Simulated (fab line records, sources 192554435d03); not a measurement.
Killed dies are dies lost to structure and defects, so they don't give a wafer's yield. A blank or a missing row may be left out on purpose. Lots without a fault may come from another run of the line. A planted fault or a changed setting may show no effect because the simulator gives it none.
fab line records | flow n5_finfet
record lots=6 wafers=18 last_day=17
route steps=1938 shown HKMG_FIN@449 BEOL_M4@1111 PASSIVATION@1936
lots that met no fault: from a run of the same line without faults
start_h: hours from the record's first day to the start of the lot's first wafer shown | wait_h: hours since the lot's step before | " the same as in the row above | L1.1+2: a row that stands for several wafers | - no value, or no start given | * or withheld: withheld | < > ~ a bound
route shown NAME@n: a module of which the file shows steps, and the number in the route of the first | usual: mean/standard deviation of fault-free wafers | same: alike in all rows | chamber/n: place in a boat | sites: the reading at each site | _std_site: their standard deviation | _edge_site: outer sites' mean less inner sites' | radius_mm: how far each site lies from the wafer's centre | mask NAME#n: copy n | behind: the tool/chamber that last shaped the wafer | hold: why the lot was held/for how many hours/how that ended | device: the transistor (n, p or np) that didn't switch | end of line: the same wafers' tests at the end of the route | a step without rows: its recipe alone | killed: dies lost to structure and defects at the first sort, not the wafer's yield | map: a wafer's dies, x killed, . not, _ none there
set.NAME: the setting as run; set.NAME@STEP: as run at that earlier step | model.NAME: the simulator's own value behind a step, which no gauge read
lots at some steps of the route; a table a step, a row a wafer
services: from which hour (start_h, from the record's first day; less than 0 if before it) a tool's chamber was out of use, for how many hours, and why
## steps
# step N5_HKMG_FIN_ALD_71
# recipe material=TiN target_thk_a=10 temp_c=400 ald_precursor_family=TiCl4 ald_co_reactant=NH3 pulse_time_s=1 purge_time_s=3 co_reactant_purge_time_s=2 co_reactant_pulse_time_s=2 ald_cycles=47 pressure_torr=3
# step N5_HKMG_FIN_COAT_66
# recipe resist=SOC temp_c=250 time_s=60 spin_rpm=1500 resist_thk_nm=300
# step N5_HKMG_FIN_ETCH_67
# recipe chemistry=N2/H2 target=SOC target_depth_a=3889 stop_on=TiN ion_energy_ev=100 bias_w=61 pressure_mtorr=30 source_w=850 n2_flow_sccm=200 h2_flow_sccm=200
# step N5_HKMG_FIN_STRIP_90
# recipe chemistry=N2/H2 material=SOC time_s=20 power_w=500 temp_c=40 pressure_mtorr=50 rf_frequency_hz=6e+07 bias_power_w=8 h2_frac=0.5 n2_flow_sccm=300 h2_flow_sccm=300
# usual drypump_motor_current_A=5.8/0.63 n2_flow_sccm=299.8/0.85 oes_product_au=0.78/0.085 rf_vpp_V=54.1/0.81 showerhead_plenum_p_Torr=3.34/0.11 throttle_valve_pct=19.08/0.23
# columns lot.wafer tool chamber start_h wait_h drypump_motor_current_A n2_flow_sccm oes_product_au rf_hours_counter_h rf_vpp_V showerhead_plenum_p_Torr throttle_valve_pct
L942.1 rie_diel-06 2 89.88 0.0 5.3 300.1 0.88 33 53.6 3.29 18.71
L942.2 " 3 " " 4.8 299.4 0.82 103 53.2 3.27 19.18
L942.4 " 1 " " 5.8 301.3 0.67 221 55.1 3.47 19.33
L947.3 rie_diel-01 0 121.16 0.0 6.2 299.9 0.69 238 53.0 3.19 19.62
L947.4 " 1 " " 5.3 300.0 0.75 153 54.0 3.35 18.99
L947.6 " 2 " " 6.7 299.5 0.78 - 52.2 3.37 18.90
L954.1 rie_diel-06 2 162.20 0.0 5.3 300.9 0.84 59 54.5 3.28 18.72
L954.4 " 3 " " 4.8 300.0 0.78 127 53.8 3.25 19.21
L954.5 " 2 " " 5.3 300.8 0.84 - 53.7 3.28 18.74
L955.2 rie_diel-01 2 169.70 0.0 6.7 299.8 0.76 164 54.8 3.36 18.92
L955.5 " 2 " " 6.7 299.3 0.76 - 55.1 3.36 18.93
L955.6 " 3 " " 5.9 300.9 0.69 - 52.5 3.43 18.82
L958.1 rie_diel-01 1 185.32 0.0 5.3 299.6 0.73 177 54.2 3.34 19.05
L958.3 " 2 " " 6.7 300.7 0.75 170 54.2 3.36 18.93
L958.6 " 2 " " 6.7 300.2 0.75 - 53.3 3.36 18.93
L962.1 rie_diel-01 2 209.91 0.1 6.7 301.5 0.74 180 53.9 3.35 18.93
L962.4 " 0 " " 6.2 298.9 0.95 - 53.4 3.58 19.29
L962.6 " 2 " " 6.7 300.7 0.74 - 54.6 3.35 18.94
# step N5_HKMG_FIN_WET_ETCH_73
# recipe chemistry=SC1 mix=1:2:40 temp_c=50 time_s=42.3 target_depth_nm=1.3 dry=ipa_marangoni rinse_time_s=30 rinse_temp_c=23
# step N5_HKMG_FIN_ETCHBACK_68
# recipe chemistry=Cl2/Ar stop_on=HfO2 target_depth_a=5 pressure_mtorr=10 icp_w=600 bias_w=60 Cl2_flow_sccm=40 Ar_flow_sccm=60
# usual drypump_motor_current_A=6.0/0.38 oes_product_au=0.72/0.097 throttle_valve_pct=20.90/0.26
# columns lot.wafer tool chamber start_h wait_h drypump_motor_current_A oes_product_au rf_hours_counter_h throttle_valve_pct
L942.1 rie_metal-02 0 90.04 0.0 5.9 0.64 111 21.19
L942.2 " 1 " " 6.0 0.89 9 20.80
L942.4 " 1 " " 6.0 0.88 - 20.81
L947.3 rie_metal-03 0 121.36 0.1 5.3 0.64 - 20.67
L947.4 " 1 " " 6.4 0.74 - 21.15
L947.6 " 0 " " 5.3 0.64 - 20.69
L954.1 rie_metal-03 1 162.35 0.0 6.4 0.72 57 21.15
L954.4 " 0 " " 5.3 0.55 - 20.83
L954.5 " 1 " " 6.4 0.73 - 21.13
L955.2 rie_metal-03 0 169.86 0.0 5.3 0.64 108 20.69
L955.5 " 1 " " 6.4 0.72 - 21.16
L955.6 " 0 " " 5.3 0.56 - 20.82
L958.1 rie_metal-02 1 185.47 0.0 5.9 0.85 16 20.83
L958.3 " 1 " " 6.0 0.85 - 20.84
L958.6 " 0 " " 6.0 0.63 - 21.21
L962.1 rie_metal-02 1 210.10 0.0 6.0 0.85 18 20.83
L962.4 " 0 " " 5.9 0.63 - 21.22
L962.6 " 1 " " 6.0 0.84 - 20.85
# step N5_HKMG_FIN_STRIP_69
# recipe chemistry=N2/H2 power_w=2500 temp_c=300 h2_frac=0.65 time_s=360 pressure_mtorr=withheld n2_flow_sccm=1750 h2_flow_sccm=3250
# usual drypump_motor_current_A=5.6/0.44 heater_power_w=433/37 n2_flow_sccm=1751/4.9
# columns lot.wafer tool chamber start_h wait_h drypump_motor_current_A heater_power_w n2_flow_sccm rf_hours_counter_h
L942.1 plasma_asher-01 1 90.18 0.1 6.3 444 1749 90
L942.2 " 0 " " 5.6 455 1753 90
L942.4 " 1 " " 6.3 442 1751 -
L947.3 plasma_asher-02 1 121.58 0.2 5.1 379 1760 -
L947.4 " 0 " " 5.4 464 1739 -
L947.6 " 1 " " 5.1 372 1761 -
L954.1 plasma_asher-01 1 162.49 0.1 6.3 441 1752 104
L954.4 " 1 " " 6.3 441 1745 -
L954.5 " 0 " " 5.6 468 1744 -
L955.2 plasma_asher-02 1 170.00 0.1 5.1 379 1756 55
L955.5 " 1 " " 5.1 378 1758 -
L955.6 " 0 " " 5.4 453 1751 -
L958.1 plasma_asher-02 1 185.61 0.1 5.1 381 1758 56
L958.3 " 1 " " 5.1 378 1752 -
L958.6 " 0 " " 5.4 452 1753 -
L962.1 plasma_asher-02 0 210.24 0.1 5.4 458 1753 62
L962.4 " 0 " " 5.4 456 1752 -
L962.6 " 1 " " 5.1 376 1759 -
# step N5_HKMG_FIN_ALD_21
# recipe material=TiN target_thk_a=15 temp_c=400 ald_precursor_family=TiCl4 ald_co_reactant=NH3 pulse_time_s=1 purge_time_s=3 co_reactant_purge_time_s=2 co_reactant_pulse_time_s=2 ald_cycles=68 pressure_torr=3
# step N5_HKMG_FIN_ALD_72
# recipe material=W target_thk_a=20 temp_c=300 pressure_torr=7.5 ald_precursor_family=WF6 ald_co_reactant=B2H6 pulse_time_s=1 purge_time_s=2 co_reactant_purge_time_s=2 co_reactant_pulse_time_s=3 ald_cycles=7
# step N5_HKMG_FIN_W_FILL_22
# recipe material=W target_thk_a=600 temp_c=400 pressure_torr=39.4 time_s=18.2
# usual heater_power_w=913/120 throttle_valve_pct=19.3/0.43
# columns lot.wafer tool chamber start_h wait_h heater_power_w throttle_valve_pct
L942.1 cvd_w-01 1 90.99 0.0 853 19.5
L942.2 " 0 " " 1099 19.1
L942.4 " 1 " " 864 19.2
L947.3 cvd_w-01 1 122.27 0.0 883 19.6
L947.4 " 0 " " 1131 19.0
L947.6 " 1 " " 852 19.4
L954.1 cvd_w-02 0 163.30 0.0 846 18.8
L954.4 " 0 " " 834 18.6
L954.5 " 0 " " 843 18.5
L955.2 cvd_w-01 0 170.81 0.0 1164 19.2
L955.5 " 1 " " 873 19.6
L955.6 " 0 " " 1152 19.1
L958.1 cvd_w-01 1 186.42 0.0 886 19.8
L958.3 " 0 " " 1134 19.3
L958.6 " 1 " " 880 19.9
L962.1 cvd_w-02 0 211.05 0.0 834 18.8
L962.4 " 1 " " 835 20.0
L962.6 " 0 " " 858 18.8
# step N5_HKMG_FIN_PRECLEAN_83
# recipe chemistry=DIW time_s=57.5 temp_c=23
# step N5_HKMG_FIN_SRD_84
# recipe dry_time_s=32 dry=n2_spin spin_rpm=1500
# step N5_HKMG_FIN_CMP_23
# recipe stop_on=SiNx t_overpolish_s=10 post_cmp_clean=rinse_only down_force_psi=4 platen_rpm=50.289 pad_velocity_m_s=1.0006 target_thk_nm=46.326
# usual head_pressure_psi=4.001/0.0079 motor_current_A=12.7/1 overpolish_run_s=9.999/0.0089 platen_rpm=50.29/0.034 time_to_endpoint_s=10.6/2.7
# columns lot.wafer tool chamber start_h wait_h head_pressure_psi motor_current_A overpolish_run_s platen_rpm time_to_endpoint_s
L942.4 cmp-04 2 91.18 0.1 4.001 12.8 9.999 50.26 10.9
L942.2 " 3 " " 3.998 14.1 9.992 50.38 10.2
L942.1 " 0 " " 3.984 13.7 10.003 50.31 11.1
L947.4 cmp-03 1 122.37 0.0 3.994 12.9 9.998 50.26 10.5
L947.3 " 3 " " 4.012 13.6 9.991 50.33 11.6
L947.6 " 2 " " 4.002 12.1 10.000 50.22 14.0
L954.1 cmp-03 2 163.41 0.0 4.008 13.0 10.015 48.30 12.2
L954.4 " 1 " " 3.999 13.7 10.005 48.33 8.8
L954.5 " 2 " " 4.006 12.3 10.014 48.25 13.5
L955.2 cmp-03 1 170.92 0.0 3.985 13.3 10.009 48.28 10.5
L955.5 " 1 " " 4.005 13.3 10.020 48.24 11.4
L955.6 " 2 " " 4.000 12.0 10.011 48.34 15.2
L958.1 cmp-01 0 186.53 0.0 4.006 10.1 10.001 50.29 14.7
L958.3 " 2 " " 4.001 12.6 10.007 50.26 11.7
L958.6 " 1 " " 4.002 12.2 9.999 50.31 12.9
L962.1 cmp-01 1 211.16 0.0 3.987 13.0 9.989 50.33 11.3
L962.4 " 2 " " 4.010 12.9 9.988 50.29 5.2
L962.6 " 2 " " 4.006 12.1 9.997 50.29 6.9
# step N5_HKMG_FIN_CMP_94
# recipe stop_on=SiNx post_cmp_clean=w_dilute_nh4oh t_overpolish_s=4.7 down_force_psi=4 platen_rpm=50.289 pad_velocity_m_s=1.0006 target_thk_nm=43.299
# usual head_pressure_psi=4.000/0.0085 motor_current_A=12.7/1.1 platen_rpm=50.29/0.034
# columns lot.wafer tool chamber start_h wait_h head_pressure_psi motor_current_A platen_rpm
L942.4 cmp-04 2 91.61 0.3 3.987 12.9 50.28
L942.2 " 3 " " 4.000 13.8 50.30
L942.1 " 0 " " 3.992 12.7 50.36
L947.4 cmp-03 1 122.85 0.4 3.996 12.9 50.31
L947.3 " 3 " " 3.999 14.0 50.29
L947.6 " 2 " " 3.996 11.7 50.26
L954.1 cmp-03 2 163.89 0.4 3.979 11.9 50.27
L954.4 " 1 " " 3.992 12.3 50.22
L954.5 " 2 " " 3.993 12.4 50.29
L955.2 cmp-03 1 171.40 0.4 3.994 13.8 50.31
L955.5 " 1 " " 3.996 14.2 50.30
L955.6 " 2 " " 4.000 11.5 50.32
L958.1 cmp-01 0 187.01 0.4 3.990 10.5 50.29
L958.3 " 2 " " 4.015 13.4 50.24
L958.6 " 1 " " 4.002 13.0 50.35
L962.1 cmp-01 1 211.64 0.4 3.994 12.3 50.27
L962.4 " 2 " " 4.009 12.5 50.25
L962.6 " 2 " " 3.992 13.0 50.26
# step N5_BEOL_M4_RC_MEAS_101
# usual DIBL_N=36.5/2 DIBL_P=36.5/2.3 IOFF_N=0.16/0.036 IOFF_P=0.21/0.037 ION_N=672/12 ION_P=459/7.1 SS_N=71.6/0.73 SS_P=73.4/0.76 VT_N=250/3.3 VT_P=-250.5/2.9
# columns lot.wafer tool chamber start_h wait_h DIBL_N[mV/V] DIBL_P[mV/V] IOFF_N[nA/um] IOFF_P[nA/um] ION_N[uA/um] ION_P[uA/um] SS_N[mV/dec] SS_P[mV/dec] VT_N[mV] VT_P[mV]
L942.1 prober-01 0 186.23 0.0 35.3 33.7 0.12 0.17 656 450 70.8 72.3 253 -253.3
L942.2 " 0 " " 38.8 37.1 0.19 0.23 669 453 71.4 73.3 246 -249.2
L942.4 " 0 " " 34.1 31.7 0.11 0.15 666 463 70.5 71.3 253 -252.2
L947.3 prober-01 0 223.63 0.3 32.9 33.1 0.10 0.15 651 450 70.4 72.3 255 -253.9
L947.4 " 0 " " 38.1 38.9 0.19 0.24 676 461 72.7 73.7 248 -247.5
L947.6 " 0 " " 35.0 34.4 0.13 0.17 664 453 71.4 73.5 254 -252.8
L954.1 prober-02 0 257.60 0.0 40.6 41.6 0.23 0.31 680 466 72.2 74.7 245 -246.1
L954.4 " 0 " " 40.2 39.0 0.21 0.25 649 444 73.9 73.9 249 -250.4
L954.5 " 0 " " 37.8 38.2 0.16 0.24 648 452 72.4 73.2 254 -251.2
L955.2 prober-01 0 263.44 0.2 35.1 37.3 0.15 0.19 672 458 71.6 73.6 249 -253.4
L955.5 " 0 " " 35.8 37.3 0.15 0.18 661 446 71.5 72.8 252 -254.1
L955.6 " 0 " " 32.5 34.1 0.11 0.15 664 455 70.5 72.5 251 -255.7
L958.1 prober-02 0 274.13 0.0 34.9 33.7 0.13 0.20 664 466 71.1 72.7 253 -248.9
L958.3 " 0 " " 37.1 35.2 0.15 0.22 654 449 71.9 72.9 255 -250.1
L958.6 " 0 " " 36.9 36.0 0.16 0.24 681 473 71.1 73.3 250 -245.5
L962.1 prober-01 0 309.25 0.0 37.3 40.0 0.21 0.28 689 471 71.6 74.9 245 -244.4
L962.4 " 0 " " 38.8 39.3 0.26 0.27 668 460 73.0 74.5 246 -246.3
L962.6 " 0 " " 36.9 38.2 0.20 0.26 683 466 71.9 73.5 247 -247.0
# step N5_PASSIVATION_PROBE_49
# usual defect_limited_yield=91.4/1.4 killed_at_M0_to_M3=33/11 killed_at_M4_up=13/5.3 killed_at_contacts=13/6.1 killed_at_front_end=40/11 killed_at_other=2.9/2.7 killed_dies=102/17 killed_open=68/13 killed_short=32/7.5 sort_bin_5_function=5.1/0.98 sort_bin_6_memory=3.2/0.69 sort_bin_8_speed=0.1/1.1 sort_n_pass=1077/21 sort_yield_pct=91.3/1.7
# same gross_dies=1180 killed_at_back_side=0 sort_bin_4_leakage[%]=0
# columns lot.wafer tool chamber start_h wait_h defect_limited_yield[%] killed_at_M0_to_M3 killed_at_M4_up killed_at_contacts killed_at_front_end killed_at_other killed_dies killed_open killed_short sort_bin_5_function[%] sort_bin_6_memory[%] sort_bin_8_speed[%] sort_n_pass sort_yield_pct[%]
L942.1 prober-01 - 305.52 0.0 92.5 31 13 14 29 1 88 56 32 4.2 2.9 0 1092 92.5
L942.2 prober-01 - 305.57 0.1 91.9 32 6 18 31 9 96 66 28 4.3 3.6 0 1084 91.9
L942.4 prober-01 - 305.67 0.2 90.8 35 13 19 39 3 109 77 28 5.5 2.9 0 1071 90.8
L947.3 prober-02 - 340.63 0.1 91.4 48 7 4 41 1 101 61 37 5.7 2.6 0 1079 91.4
L947.4 prober-02 - 340.68 0.2 88.6 44 17 19 53 2 135 86 47 7.0 3.9 0 1045 88.6
L947.6 prober-02 - 340.78 0.3 89.7 49 21 12 35 5 122 75 45 6.3 3.8 0 1058 89.7
L954.1 prober-01 - 378.38 0.0 93.5 27 7 13 30 0 77 44 32 3.4 3.1 0 1103 93.5
L954.5 prober-01 - 378.58 0.2 92.9 30 7 11 36 0 84 55 29 4.1 2.8 0 1096 92.9
L955.2 prober-02 - 391.87 0.1 91.7 30 15 9 37 7 98 75 22 4.7 3.5 0 1082 91.7
L955.5 prober-02 - 392.02 0.2 88.2 55 17 9 46 12 139 87 51 6.3 4.8 0 1041 88.2
L955.6 prober-02 - 392.07 0.3 89.6 52 13 11 39 8 123 75 47 6.4 3.6 0 1057 89.6
# killed by level:class
L942.1 MOL_CONTACT_COAG:geometric_particle:open=11 FIN_SAQP:geometric_particle:open=10 BEOL_M3:geometric_particle:open=9 FIN_SAQP:geometric_particle:short=6 BEOL_M1:geometric_particle:open=5 STARTING-WAFER:geometric_particle:short=4 BEOL_M4:geometric_particle:open=4 ILD0:geometric_particle:open=3
L942.2 MOL_CONTACT_COAG:geometric_particle:open=18 BEOL_M3:geometric_particle:open=11 FIN_SAQP:geometric_particle:open=8 MIM_TOP:geometric_particle:short=5 FIN_SAQP:geometric_particle:short=4 STI_FIN_REVEAL:geometric_particle:open=4 BEOL_M0_SAQP:geometric_particle:short=4 BEOL_M0:geometric_particle:open=4
L942.4 FIN_SAQP:geometric_particle:open=20 MOL_CONTACT_COAG:geometric_particle:open=16 BEOL_M1:geometric_particle:open=9 FIN_SAQP:geometric_particle:short=8 BEOL_M2:geometric_particle:open=7 BEOL_M3:geometric_particle:open=5 BEOL_M4:geometric_particle:open=5 BEOL_M0:geometric_particle:short=4
L947.3 BEOL_M0_SAQP:geometric_particle:open=14 STI_FIN_REVEAL:geometric_particle:open=9 BEOL_M1:geometric_particle:open=8 BEOL_M3:geometric_particle:open=8 GATE_CUT:geometric_particle:short=7 BEOL_M0_SAQP:geometric_particle:short=7 FIN_SAQP:geometric_particle:open=6 FIN_SAQP:geometric_particle:short=6
L947.4 MOL_CONTACT_COAG:geometric_particle:open=15 BEOL_M2:geometric_particle:open=14 STI_FIN_REVEAL:geometric_particle:open=12 FIN_SAQP:geometric_particle:open=11 FIN_SAQP:geometric_particle:short=10 BEOL_M0_SAQP:geometric_particle:short=9 BEOL_M0_SAQP:geometric_particle:open=9 BEOL_M4:geometric_particle:open=7
L947.6 BEOL_M0_SAQP:geometric_particle:short=14 BEOL_M4:geometric_particle:open=12 BEOL_M2:geometric_particle:open=10 MOL_CONTACT_COAG:geometric_particle:open=9 BEOL_M0_SAQP:geometric_particle:open=9 FIN_SAQP:geometric_particle:open=7 FIN_SAQP:geometric_particle:short=6 BEOL_M2:geometric_particle:short=6
L954.1 MOL_CONTACT_COAG:geometric_particle:open=11 BEOL_M0_SAQP:geometric_particle:open=8 BEOL_M0_SAQP:geometric_particle:short=8 FIN_SAQP:geometric_particle:open=6 GATE_CUT:geometric_particle:short=6 BEOL_M1:geometric_particle:open=5 ILD0:geometric_particle:short=4 FIN_CUT:geometric_particle:short=3
L954.5 MOL_CONTACT_COAG:geometric_particle:open=10 BEOL_M0_SAQP:geometric_particle:open=9 FIN_SAQP:geometric_particle:short=6 FIN_SAQP:geometric_particle:open=5 GATE_CUT:geometric_particle:open=5 BEOL_M0_SAQP:geometric_particle:short=5 BEOL_M2:geometric_particle:open=5 BEOL_M2:geometric_particle:short=5
L955.2 BEOL_M3:geometric_particle:open=10 MOL_CONTACT_COAG:geometric_particle:open=9 STI_FIN_REVEAL:geometric_particle:open=8 BEOL_M0_SAQP:geometric_particle:open=7 BEOL_M2:geometric_particle:open=6 FIN_SAQP:geometric_particle:open=5 DUMMY_GATE:geometric_particle:open=5 MIM_TOP_ETCH:geometric_particle:short=5
L955.5 BEOL_M0_SAQP:geometric_particle:short=13 BEOL_M1:geometric_particle:open=13 BEOL_M3:geometric_particle:open=9 MOL_CONTACT_COAG:geometric_particle:open=8 BEOL_M0_SAQP:geometric_particle:open=8 FIN_SAQP:geometric_particle:short=7 STARTING-WAFER:geometric_particle:open=7 FIN_SAQP:geometric_particle:open=6
L955.6 BEOL_M3:geometric_particle:open=14 STI_FIN_REVEAL:geometric_particle:open=12 BEOL_M0_SAQP:geometric_particle:open=12 BEOL_M0_SAQP:geometric_particle:short=10 MOL_CONTACT_COAG:geometric_particle:open=7 FIN_SAQP:geometric_particle:open=6 FIN_SAQP:geometric_particle:short=6 GATE_CUT:geometric_particle:short=6
## services
# columns tool chamber start_h hours kind
cmp-03 - 72.54 0.2 repair
cmp-04 - 73.73 4.0 pm
cmp-01 - 75.80 1.0 repair
rie_diel-06 1 78.17 4.5 repair
cmp-01 - 94.15 9.5 pm
cmp-01 - 103.65 8.3 pm
cmp-03 - 115.99 6.2 pm
rie_diel-06 2 128.59 2.3 repair
rie_metal-02 - 130.88 1.4 pm
plasma_asher-01 - 132.64 4.5 repair
rie_metal-02 - 140.17 10.0 pm
cvd_w-02 - 141.69 2.8 pm
cmp-03 - 150.91 0.5 repair
rie_diel-01 0 153.21 - clean
plasma_asher-02 - 172.77 8.9 repair
rie_diel-06 0 176.57 2.9 repair
cmp-04 - 182.02 4.5 repair
rie_diel-01 3 183.44 7.2 repair
cvd_w-02 0 194.73 4.2 repair
rie_metal-03 1 198.33 4.6 repair
rie_diel-06 1 199.25 14.5 repair
cvd_w-01 - 204.95 2.8 pm
rie_diel-06 - 209.18 0.3 repair
rie_diel-06 - 210.01 4.8 repair
## key
first_sign step=N5_HKMG_FIN_CMP_23 reading=platen_rpm direction=down sigmas=58 usual=50.29 struck=48.29
effect none on later readings
met_at N5_HKMG_FIN_CMP_23
struck_wafers L954.1,L954.4,L954.5,L955.2,L955.5,L955.6
onset_between 122.37 163.41
fault kind=process_parameter_drift tool=cmp-03 chamber=- onset_h=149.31 steps=N5_HKMG_FIN_CMP_23 channel=platen_rpm offset=-2.0116 shape=step end_h=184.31 acts_in=these_recipes_only stated=50.289
